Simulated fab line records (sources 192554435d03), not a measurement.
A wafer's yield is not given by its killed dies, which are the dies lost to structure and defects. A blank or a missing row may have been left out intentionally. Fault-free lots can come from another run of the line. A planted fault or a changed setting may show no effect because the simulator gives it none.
fab line records	flow n5-finfet	part 1 of 2: steps 1 to 22 of 29
record lots=5	wafers=15	last-day=17
route steps=1938 shown SD_EPI_N@289 SD_EPI_P@295
lots untouched by any fault: they come from a run of this same line in which no faults occurred
start-h: hours from the record's opening day to when the first of the lot's shown wafers began	wait-h: hours from the lot's prior step to this one	" same as the row above	L1.1+2: one row covering several wafers at once	- no value present, or no start provided	* or withheld: withheld	< > ~ a bound
route shown NAME@n: NAME is a module with steps in the file, n the number in the route of the first one	usual: the fault-free wafers' mean and standard deviation	same: alike in all rows	chamber/n: place in a boat	sites: each site's reading	_std_site: standard deviation across them	_edge_site: the outer-site mean with the inner-site mean subtracted	radius-mm: for every site, how far away it sits from the centre of the wafer	mask NAME#n: copy n	behind: the most recent tool/chamber to have shaped the wafer	hold: reason for holding the lot/hours on hold/outcome of the hold	device: the n, p or np transistor that did not switch	end of line: the tests these same wafers got at the end of their route	a step with no rows: only its recipe	killed: at the first sort, the dies lost to defects and structure; wafer yield is something else	map: dies across one wafer; x = killed, . = not, _ = none there
set.NAME: the setting as run; set.NAME@STEP: as run at that earlier step	model.NAME: the simulator's own value behind a step, which no gauge read
a table for each step, a row for each wafer; lots at some steps of the route
services: from which hour (start-h, from the record's first day; less than 0 if before it) a tool's chamber was out of use, for how many hours, and why
## steps
# step N5_SD_EPI_N_EPI_MEAS_23
# recipe mode=xrd
# usual thk-nm=59.1/1.3
lot.wafer	tool	chamber	start-h	wait-h	thk-nm
L075.3	film-metro-01	-	58.71	1.2	59.2
L075.5	"	-	"	"	59.0
L075.6	"	-	"	"	60.6
L083.3	film-metro-01	-	106.35	0.9	58.0
L083.4	"	-	"	"	59.7
L083.5	"	-	"	"	60.1
L086.2	film-metro-02	-	124.39	1.5	61.1
L086.5	"	-	"	"	58.6
L086.6	"	-	"	"	58.3
L092.2	film-metro-02	-	159.24	1.2	60.0
L092.4	"	-	"	"	59.7
L092.5	"	-	"	"	58.1
L095.1	film-metro-01	-	179.49	1.4	58.7
L095.4	"	-	"	"	60.4
L095.5	"	-	"	"	57.6
# step N5_SD_EPI_N_PRECLEAN_24
# recipe chemistry=O3/DIW	time-s=60	temp-c=22	o3-ppm=10
# usual bath-heat-duty-pct=2.4/0.46	temp-c=22.01/0.1
lot.wafer	tool	chamber	start-h	wait-h	bath-heat-duty-pct	temp-c
L075.3	wet-bench-06	0	58.74	0.0	1.8	21.89
L075.5	"	3	"	"	2.7	22.16
L075.6	"	6	"	"	2.4	22.07
L083.3	wet-bench-05	2	106.38	0.0	3.0	22.11
L083.4	"	3	"	"	3.0	22.20
L083.5	"	1	"	"	2.4	22.13
L086.2	wet-bench-02	4	124.42	0.0	1.2	21.90
L086.5	"	3	"	"	2.3	22.18
L086.6	"	5	"	"	2.0	21.86
L092.2	wet-bench-02	7	159.28	0.0	2.2	22.14
L092.4	"	2	"	"	2.1	22.27
L092.5	"	5	"	"	2.8	22.06
L095.1	wet-bench-06	1	179.53	0.0	2.2	21.88
L095.4	"	5	"	"	2.6	22.00
L095.5	"	4	"	"	2.0	22.08
# step N5_SD_EPI_N_SRD_25
# recipe time-s=30	temp-c=23	rinse-liquid=diw	dry=ipa-marangoni
# usual bath-heat-duty-pct=3.7/0.56	temp-c=23.00/0.11
lot.wafer	tool	chamber	start-h	wait-h	bath-heat-duty-pct	temp-c
L075.3	wet-bench-06	0	58.76	0.0	3.3	23.06
L075.5	"	3	"	"	4.5	22.88
L075.6	"	6	"	"	3.5	23.11
L083.3	wet-bench-05	2	106.40	0.0	3.7	23.04
L083.4	"	3	"	"	4.5	23.04
L083.5	"	1	"	"	3.1	23.01
L086.2	wet-bench-02	4	124.45	0.0	3.9	23.11
L086.5	"	3	"	"	3.5	23.09
L086.6	"	5	"	"	3.3	23.03
L092.2	wet-bench-02	7	159.30	0.0	4.4	22.75
L092.4	"	2	"	"	3.8	22.91
L092.5	"	5	"	"	3.1	23.00
L095.1	wet-bench-06	1	179.55	0.0	3.4	22.85
L095.4	"	5	"	"	3.1	22.98
L095.5	"	4	"	"	3.1	22.96
# step N5_SD_EPI_N_PRECLEAN_49
# recipe chemistry=NF3:NH3	afs-cycles=1	temp-c=30	time-s=20	sublimation-temp-c=180	sublimation-time-s=60	pressure-torr=3	rf-power-w=30
# usual rf-power-w=29.97/0.092	temp-c=29.99/0.1
lot.wafer	tool	chamber	start-h	wait-h	rf-power-w	temp-c
L075.3	remote-plasma-02	1	58.87	0.1	30.02	29.88
L075.5	"	1	"	"	30.09	30.09
L075.6	"	1	"	"	29.93	30.09
L083.3	remote-plasma-02	0	106.51	0.1	29.88	30.07
L083.4	"	0	"	"	29.84	30.02
L083.5	"	0	"	"	30.09	29.80
L086.2	remote-plasma-01	0	124.52	0.1	30.07	29.98
L086.5	"	0	"	"	29.96	30.14
L086.6	"	0	"	"	29.96	30.03
L092.2	remote-plasma-01	1	159.37	0.1	29.95	30.04
L092.4	"	1	"	"	30.18	29.96
L092.5	"	1	"	"	30.03	29.90
L095.1	remote-plasma-02	1	179.60	0.0	30.13	30.07
L095.4	"	1	"	"	29.99	30.17
L095.5	"	1	"	"	30.15	30.17
# step N5_SD_EPI_N_LINER_46
# recipe material=SiNx	target-thk-a=30	temp-c=400	ald-precursor-family=SiH2I2	ald-co-reactant=N2/H2-plasma	pressure-torr=2
# usual heater-power-w=825/77
lot.wafer	tool	chamber	start-h	wait-h	heater-power-w
L075.3	ald-sin-01	0	59.06	0.2	866
L075.5	"	1	"	"	762
L075.6	"	2	"	"	928
L083.3	ald-sin-01	1	106.65	0.1	766
L083.4	"	3	"	"	872
L083.5	"	0	"	"	883
L086.2	ald-sin-03	2	124.70	0.1	785
L086.5	"	3	"	"	819
L086.6	"	0	"	"	845
L092.2	ald-sin-04	2	159.54	0.1	883
L092.4	"	0	"	"	979
L092.5	"	2	"	"	885
L095.1	ald-sin-04	1	179.80	0.2	804
L095.4	"	2	"	"	870
L095.5	"	2	"	"	887
# step N5_SD_EPI_N_INSPECT_26
# recipe inspect-instrument=darkfield	mode=post-epi
# usual raw-defect-count=217/41
lot.wafer	tool	chamber	start-h	wait-h	raw-defect-count
L075.3	defect-inspect-02	-	59.31	0.1	233
L075.5	"	-	"	"	280
L075.6	"	-	"	"	240
L083.3	defect-inspect-01	-	106.90	0.1	193
L083.4	"	-	"	"	280
L083.5	"	-	"	"	195
L086.2	defect-inspect-01	-	124.95	0.1	196
L086.5	"	-	"	"	167
L086.6	"	-	"	"	177
L092.2	defect-inspect-01	-	159.80	0.1	201
L092.4	"	-	"	"	186
L092.5	"	-	"	"	122
L095.1	defect-inspect-02	-	180.05	0.1	264
L095.4	"	-	"	"	210
L095.5	"	-	"	"	258
# step N5_SD_EPI_P_COAT_34
# recipe resist=SOC	temp-c=250	time-s=60	spin-rpm=1500	resist-thk-nm=350
lot.wafer	tool	chamber	start-h	wait-h
L075.3+5+6	litho-track-04	0	59.35	0.0
L083.3+4+5	litho-track-03	0	106.93	0.0
L086.2+5+6	litho-track-03	0	124.98	0.0
L092.2+4+5	litho-track-04	0	159.83	0.0
L095.1+4+5	litho-track-05	0	180.08	0.0
# step N5_SD_EPI_P_COAT_35
# recipe resist=SiARC	temp-c=220	time-s=60	spin-rpm=1500	resist-thk-nm=35
lot.wafer	tool	chamber	start-h	wait-h
L075.3+5+6	litho-track-04	0	-	-
L083.3+4+5	litho-track-03	0	-	-
L086.2+5+6	litho-track-03	0	-	-
L092.2+4+5	litho-track-04	0	-	-
L095.1+4+5	litho-track-05	0	-	-
# step N5_SD_EPI_P_COAT_03
# recipe resist=CAR-ArF-block	spin-rpm=1500	resist-thk-nm=150
lot.wafer	tool	chamber	start-h	wait-h
L075.3+5+6	litho-track-04	0	-	-
L083.3+4+5	litho-track-03	0	-	-
L086.2+5+6	litho-track-03	0	-	-
L092.2+4+5	litho-track-04	0	-	-
L095.1+4+5	litho-track-05	0	-	-
# step N5_SD_EPI_P_EBR_05
# recipe solvent=PGMEA	ebr-width-mm=1.5
lot.wafer	tool	chamber	start-h	wait-h
L075.3+5+6	litho-track-04	0	-	-
L083.3+4+5	litho-track-03	0	-	-
L086.2+5+6	litho-track-03	0	-	-
L092.2+4+5	litho-track-04	0	-	-
L095.1+4+5	litho-track-05	0	-	-
# step N5_SD_EPI_P_SOFTBAKE_04
# recipe temp-c=110	time-s=60	resist=CAR-ArF-block
lot.wafer	tool	chamber	start-h	wait-h
L075.3+5+6	litho-track-04	0	-	-
L083.3+4+5	litho-track-03	0	-	-
L086.2+5+6	litho-track-03	0	-	-
L092.2+4+5	litho-track-04	0	-	-
L095.1+4+5	litho-track-05	0	-	-
# step N5_SD_EPI_P_EXPOSE_06
# recipe mask-id=SD_P_BLK	na=1.35	source-shape=conventional	sigma-outer=0.8	polarization=unpolarized	target-cd-nm=240	dose-mj=39.5
lot.wafer	tool	chamber	start-h	wait-h	mask
L075.3+5+6	arfi-scanner-01	0	59.47	-	SD_P_BLK#0
L083.3+4+5	arfi-scanner-03	0	107.18	-	SD_P_BLK#0
L086.2+5+6	arfi-scanner-02	0	125.23	-	SD_P_BLK#0
L092.2+4+5	arfi-scanner-01	0	160.08	-	SD_P_BLK#0
L095.1+4+5	arfi-scanner-03	0	180.32	-	SD_P_BLK#0
# step N5_SD_EPI_P_PEB_07
# recipe peb-temp-c=110	peb-time-s=60	resist=CAR-ArF-block
lot.wafer	tool	chamber	start-h	wait-h
L075.3+5+6	litho-track-04	0	59.52	0.0
L083.3+4+5	litho-track-04	0	107.23	0.0
L086.2+5+6	litho-track-03	0	125.28	0.0
L092.2+4+5	litho-track-04	0	160.13	0.0
L095.1+4+5	litho-track-04	0	180.38	0.1
# step N5_SD_EPI_P_DEVELOP_08
# recipe develop-time-s=30	developer=TMAH	resist=CAR-ArF-block	dev-temp-c=23	rinse-liquid=diw	dry=air-spin
lot.wafer	tool	chamber	start-h	wait-h
L075.3+5+6	litho-track-04	0	-	-
L083.3+4+5	litho-track-04	0	-	-
L086.2+5+6	litho-track-03	0	-	-
L092.2+4+5	litho-track-04	0	-	-
L095.1+4+5	litho-track-04	0	-	-
# step N5_SD_EPI_P_CD_MEAS_09
# recipe target-cd-nm=240	landing-energy-ev=500	detector=se-inlens
# usual cd-nm=240.2/0.84
lot.wafer	tool	chamber	start-h	wait-h	cd-nm
L075.3	cd-sem-01	0	59.59	-	241.4
L075.5	"	0	"	"	241.3
L075.6	"	0	"	"	241.7
L083.3	cd-sem-03	0	107.30	-	240.2
L083.4	"	0	"	"	240.1
L083.5	"	0	"	"	239.1
L086.2	cd-sem-02	0	125.35	-	239.0
L086.5	"	0	"	"	240.5
L086.6	"	0	"	"	240.9
L092.2	cd-sem-03	0	160.20	-	240.1
L092.4	"	0	"	"	240.4
L092.5	"	0	"	"	240.5
L095.1	cd-sem-02	0	180.45	-	239.7
L095.4	"	0	"	"	240.0
L095.5	"	0	"	"	240.0
# step N5_SD_EPI_P_OVL_MEAS_10
# recipe points-per-wafer=44
# usual SD_P_BLK_OVL=0.1/0.72
lot.wafer	tool	chamber	start-h	wait-h	SD_P_BLK_OVL[nm]
L075.3	overlay-01	0	59.62	0.0	0.0
L075.5	"	0	"	"	0.2
L075.6	"	0	"	"	0.3
L083.3	overlay-01	0	107.33	0.0	-0.5
L083.4	"	0	"	"	0.8
L083.5	"	0	"	"	-1.2
L086.2	overlay-01	0	125.37	0.0	0.5
L086.5	"	0	"	"	0.5
L086.6	"	0	"	"	0.1
L092.2	overlay-01	0	160.22	0.0	-0.2
L092.4	"	0	"	"	-0.7
L092.5	"	0	"	"	1.0
L095.1	overlay-01	0	180.48	0.0	1.5
L095.4	"	0	"	"	0.3
L095.5	"	0	"	"	0.3
# step N5_SD_EPI_P_INSPECT_11
# recipe mode=adi	inspect-instrument=macro
# usual raw-defect-count=2.0/1.4
lot.wafer	tool	chamber	start-h	wait-h	raw-defect-count
L075.3	defect-inspect-02	-	59.64	0.0	1
L075.5	"	-	"	"	3
L075.6	"	-	"	"	3
L083.3	defect-inspect-01	-	107.35	0.0	0
L083.4	"	-	"	"	3
L083.5	"	-	"	"	1
L086.2	defect-inspect-01	-	125.40	0.0	3
L086.5	"	-	"	"	4
L086.6	"	-	"	"	0
L092.2	defect-inspect-01	-	160.25	0.0	2
L092.4	"	-	"	"	3
L092.5	"	-	"	"	2
L095.1	defect-inspect-02	-	180.50	0.0	5
L095.4	"	-	"	"	4
L095.5	"	-	"	"	3
# step N5_SD_EPI_P_DESCUM_14
# recipe chemistry=O2	time-s=7.9	source-power-w=50	bias-power-w=20	pressure-mtorr=20	rf-frequency-hz=2.712e+07	temp-c=40	resist=CAR-ArF-block	o2-flow-sccm=225
# usual drypump-motor-current-A=5.5/0.44	oes-product-au=0.77/0.071	rf-fwd-power-W=49.35/0.22	rf-vpp-V=243.2/1.2	showerhead-plenum-p-Torr=2.09/0.067	temp-c=39.99/0.12	throttle-valve-pct=20.43/0.23
lot.wafer	tool	chamber	start-h	wait-h	drypump-motor-current-A	oes-product-au	rf-fwd-power-W	rf-hours-counter-h	rf-vpp-V	showerhead-plenum-p-Torr	temp-c	throttle-valve-pct
L075.3	rie-diel-05	1	59.67	0.0	5.6	0.72	49.47	212	241.5	1.98	40.12	20.71
L075.5	"	0	"	"	5.3	0.81	49.65	-	243.1	2.09	39.96	20.08
L075.6	"	3	"	"	5.4	0.77	49.55	-	244.2	2.20	40.03	20.36
L083.3	rie-diel-05	0	107.55	0.2	5.3	0.78	49.47	136	242.6	2.09	40.08	20.09
L083.4	"	3	"	"	5.4	0.76	49.35	148	244.6	2.19	40.14	20.37
L083.5	"	0	"	"	5.3	0.79	49.30	-	244.0	2.09	40.20	20.09
L086.2	rie-diel-05	2	125.51	0.1	6.0	0.70	49.18	220	242.4	2.06	39.82	20.71
L086.5	"	2	"	"	6.0	0.70	49.24	-	241.5	2.07	39.93	20.71
L086.6	"	1	"	"	5.6	0.71	49.33	-	241.2	1.97	40.11	20.76
L092.2	rie-diel-03	3	160.28	0.0	5.1	0.85	49.38	85	244.2	2.11	40.07	20.27
L092.4	"	1	"	"	5.2	0.71	49.18	194	244.4	2.16	39.99	20.37
L092.5	"	0	"	"	5.4	0.71	49.40	-	242.0	2.17	39.78	20.42
L095.1	rie-diel-05	2	180.54	0.0	6.0	0.70	49.39	237	243.6	2.06	39.98	20.73
L095.4	"	3	"	"	5.4	0.75	49.17	170	243.6	2.18	40.35	20.40
L095.5	"	1	"	"	5.6	0.70	49.50	-	240.8	1.97	40.10	20.78
# step N5_SD_EPI_P_ETCH_36
# recipe chemistry=CF4	target=SiARC	target-depth-a=455	mask-material=CAR-ArF-block	time-s=75.8	ion-energy-ev=80	pressure-mtorr=40	source-w=545	bias-w=36	Ar_flow_sccm=100	cf4-flow-sccm=100	ends=cleared
# usual drypump-motor-current-A=5.5/0.44	etch-rf-on-time-s=76.3/1.2	oes-product-au=0.65/0.06	rf-fwd-power-W=538.8/2.3	rf-vpp-V=184.0/1	showerhead-plenum-p-Torr=2.14/0.065	throttle-valve-pct=15.66/0.21
lot.wafer	tool	chamber	start-h	wait-h	drypump-motor-current-A	etch-rf-on-time-s	oes-product-au	rf-fwd-power-W	rf-hours-counter-h	rf-vpp-V	showerhead-plenum-p-Torr	throttle-valve-pct
L075.3	rie-diel-05	1	59.71	0.0	5.6	74.9	0.61	539.2	212	183.3	2.04	15.95
L075.5	"	0	"	"	5.3	75.2	0.68	539.9	-	183.3	2.16	15.37
L075.6	"	3	"	"	5.4	75.2	0.66	540.7	-	184.4	2.24	15.54
L083.3	rie-diel-05	0	107.59	0.0	5.3	76.0	0.66	537.1	136	185.2	2.15	15.39
L083.4	"	3	"	"	5.4	76.0	0.65	543.4	148	185.6	2.24	15.59
L083.5	"	0	"	"	5.3	75.8	0.67	537.4	-	183.5	2.15	15.39
L086.2	rie-diel-05	2	125.55	0.0	6.0	76.9	0.60	539.5	220	183.8	2.12	15.90
L086.5	"	2	"	"	6.0	77.0	0.59	539.8	-	184.5	2.12	15.91
L086.6	"	1	"	"	5.6	75.2	0.61	540.1	-	182.3	2.03	16.02
L092.2	rie-diel-03	3	160.32	0.0	5.1	75.8	0.72	537.8	85	185.4	2.17	15.46
L092.4	"	1	"	"	5.2	78.7	0.60	538.6	194	184.9	2.22	15.67
L092.5	"	0	"	"	5.4	78.3	0.60	539.9	-	183.2	2.21	15.61
L095.1	rie-diel-05	2	180.57	0.0	6.0	77.6	0.58	536.8	237	183.2	2.11	15.97
L095.4	"	3	"	"	5.4	77.1	0.63	543.1	170	183.9	2.23	15.63
L095.5	"	1	"	"	5.6	74.9	0.59	538.6	-	182.1	2.02	16.03
# step N5_SD_EPI_P_ETCH_37
# recipe chemistry=N2/H2	target=SOC	overetch-a=1080	mask-material=SiARC	temp-c=40	ion-energy-ev=100	source-w=3000	bias-w=133	pressure-mtorr=20	time-s=486	n2-flow-sccm=200	h2-flow-sccm=200	ends=end-point
# usual drypump-motor-current-A=5.5/0.44	h2-flow-sccm=200.0/0.63	oes-product-au=0.69/0.06	rf-fwd-power-W=2996/8.3	rf-vpp-V=240.7/1.3	showerhead-plenum-p-Torr=2.54/0.083	temp-c=40.01/0.11	throttle-valve-pct=23.8/0.35
lot.wafer	tool	chamber	start-h	wait-h	drypump-motor-current-A	h2-flow-sccm	oes-product-au	rf-fwd-power-W	rf-hours-counter-h	rf-vpp-V	showerhead-plenum-p-Torr	temp-c	throttle-valve-pct
L075.3	rie-diel-05	1	59.77	0.0	5.6	200.6	0.64	2998	212	238.0	2.40	40.13	24.1
L075.5	"	0	"	"	5.3	200.3	0.71	2993	-	241.2	2.55	40.10	23.3
L075.6	"	3	"	"	5.4	201.2	0.70	2979	-	242.1	2.66	40.05	23.5
L083.3	rie-diel-05	0	107.64	0.0	5.3	200.0	0.70	2996	136	241.9	2.54	39.96	23.3
L083.4	"	3	"	"	5.4	199.5	0.68	2989	148	241.7	2.65	39.88	23.6
L083.5	"	0	"	"	5.3	200.2	0.70	2999	-	240.4	2.54	39.87	23.3
L086.2	rie-diel-05	2	125.61	0.0	6.0	200.6	0.63	3000	220	240.0	2.50	39.86	24.4
L086.5	"	2	"	"	6.0	200.2	0.63	2995	-	239.6	2.51	39.92	24.4
L086.6	"	1	"	"	5.6	201.3	0.63	2996	-	239.8	2.40	39.99	24.1
L092.2	rie-diel-03	3	160.37	0.0	5.1	201.1	0.76	2976	85	241.1	2.56	39.95	23.6
L092.4	"	1	"	"	5.2	200.8	0.65	2998	194	242.6	2.63	40.06	23.8
L092.5	"	0	"	"	5.4	200.3	0.64	2994	-	240.4	2.64	40.09	23.9
L095.1	rie-diel-05	2	180.63	0.0	6.0	200.4	0.62	3008	237	239.6	2.50	39.95	24.4
L095.4	"	3	"	"	5.4	200.0	0.66	2991	170	242.1	2.64	39.85	23.6
L095.5	"	1	"	"	5.6	200.0	0.62	2993	-	238.8	2.39	39.99	24.1
# step N5_SD_EPI_P_STRIP_38
# recipe chemistry=N2/H2	temp-c=40	n2-flow-sccm=200	h2-flow-sccm=200	rf-frequency-hz=6e+07
lot.wafer	tool	chamber	start-h	wait-h
L075.3+5+6	rie-diel-05	1,0,3	60.08	0.2
L083.3+4+5	rie-diel-05	0,3,0	107.96	0.2
L086.2+5+6	rie-diel-05	2,2,1	125.92	0.2
L092.2+4+5	rie-diel-03	3,1,0	160.69	0.2
L095.1+4+5	rie-diel-05	2,3,1	180.94	0.2
# step N5_SD_EPI_P_ETCHBACK_46
# recipe chemistry=CH3F/O2	mode=anisotropic-etchback	target=SiNx	target-depth-a=175	stop-on=SiO2	over-etch-frac=0.3	ion-energy-ev=120	pressure-mtorr=30	source-w=395	bias-w=73	Ar_flow_sccm=150	CH3F_flow_sccm=30	O2_flow_sccm=20
# usual drypump-motor-current-A=5.5/0.44	oes-product-au=0.66/0.057	rf-fwd-power-W=393.3/1.2	rf-vpp-V=297/3.1	showerhead-plenum-p-Torr=2.00/0.063	throttle-valve-pct=16.40/0.2
# same over-etch-frac=0.3
lot.wafer	tool	chamber	start-h	wait-h	drypump-motor-current-A	oes-product-au	rf-fwd-power-W	rf-hours-counter-h	rf-vpp-V	showerhead-plenum-p-Torr	throttle-valve-pct
L075.3	rie-diel-05	1	60.09	0.0	5.6	0.61	393.9	213	297	1.90	16.70
L075.5	"	0	"	"	5.3	0.68	392.7	-	293	2.02	16.14
L075.6	"	3	"	"	5.4	0.66	394.7	-	297	2.10	16.27
L083.3	rie-diel-05	0	107.97	0.0	5.3	0.67	393.8	136	293	2.01	16.17
L083.4	"	3	"	"	5.4	0.65	392.3	148	296	2.09	16.33
L083.5	"	0	"	"	5.3	0.67	391.7	-	293	2.01	16.16
L086.2	rie-diel-05	2	125.93	0.0	6.0	0.60	394.4	220	296	1.98	16.63
L086.5	"	2	"	"	6.0	0.60	393.7	-	296	1.98	16.64
L086.6	"	1	"	"	5.6	0.60	392.3	-	299	1.89	16.73
L092.2	rie-diel-03	3	160.70	0.0	5.1	0.72	391.0	85	294	2.03	16.21
L092.4	"	1	"	"	5.2	0.62	391.6	194	293	2.07	16.39
L092.5	"	0	"	"	5.3	0.62	393.6	-	302	2.07	16.34
L095.1	rie-diel-05	2	180.95	0.0	6.0	0.59	394.2	237	296	1.97	16.68
L095.4	"	3	"	"	5.4	0.64	391.9	170	295	2.08	16.35
L095.5	"	1	"	"	5.6	0.60	394.5	-	298	1.89	16.78
